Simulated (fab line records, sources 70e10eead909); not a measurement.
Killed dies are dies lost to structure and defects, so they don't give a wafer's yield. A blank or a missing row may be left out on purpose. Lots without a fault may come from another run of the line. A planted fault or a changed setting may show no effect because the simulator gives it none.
Chamber matching | flow nand_harc | NHARC_A_CONTACT_ETCH_88 on rie_diel-01: 4 sister chambers
The step etches the open film in CF4, target depth 39 nm, time 65 s. 8 wafers are shown with their chamber, then 10 later ones without.

WAFERS WITH THEIR CHAMBER
wafer  | chamber | showerhead_plenum_p_Torr (Torr) | oes_product_au (a.u.)
L080.5 | 1       | 1.68                            | 1.006
L081.5 | 1       | 1.68                            | 1.019
L088.5 | 0       | 1.67                            | 1.001
L086.1 | 0       | 1.66                            | 0.996
L086.2 | 3       | 1.76                            | 0.998
L086.3 | 2       | 1.80                            | 1.012
L085.4 | 2       | 1.80                            | 1.010
L085.5 | 3       | 1.76                            | 1.006

WAFERS WITHOUT THEIR CHAMBER
wafer  | showerhead_plenum_p_Torr (Torr) | oes_product_au (a.u.)
L085.6 | 1.66                            | 0.994
L091.1 | 1.80                            | 1.014
L091.3 | 1.68                            | 1.002
L091.5 | 1.80                            | 1.006
L093.1 | 1.80                            | 1.001
L093.2 | 1.68                            | 1.003
L093.6 | 1.68                            | 1.014
L094.3 | 1.80                            | 1.007
L094.4 | 1.68                            | 0.991
L094.6 | 1.68                            | 1.001

WHICH CHAMBER EACH WENT THROUGH
wafer  | from the rows above     | in truth
L085.6 | 0                       | 0
L091.1 | 2                       | 2
L091.3 | 1                       | 1
L091.5 | 2                       | 2
L093.1 | 2                       | 2
L093.2 | 1                       | 1
L093.6 | 1                       | 1
L094.3 | 2                       | 2
L094.4 | can't be placed: 1 or 0 | 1
L094.6 | 1                       | 1
Placed correctly: 9 of 10. Can't be placed from these rows: 1 (the true chamber is among the candidates in 1). Placed wrongly: 0.
How it was worked out, from the rows above alone: a wafer's distance from a chamber is the root of the sum, over the readings, of the square of ((its reading less the chamber's mean) divided by the reading's scatter). The wafer belongs to the nearest chamber; if the next one is less than 2 further off, it can't be placed. A chamber's mean is the mean of its shown wafers. The scatter: the root of (the sum of the squares of (reading less its chamber's mean) over the shown wafers, divided by (wafers less chambers)).
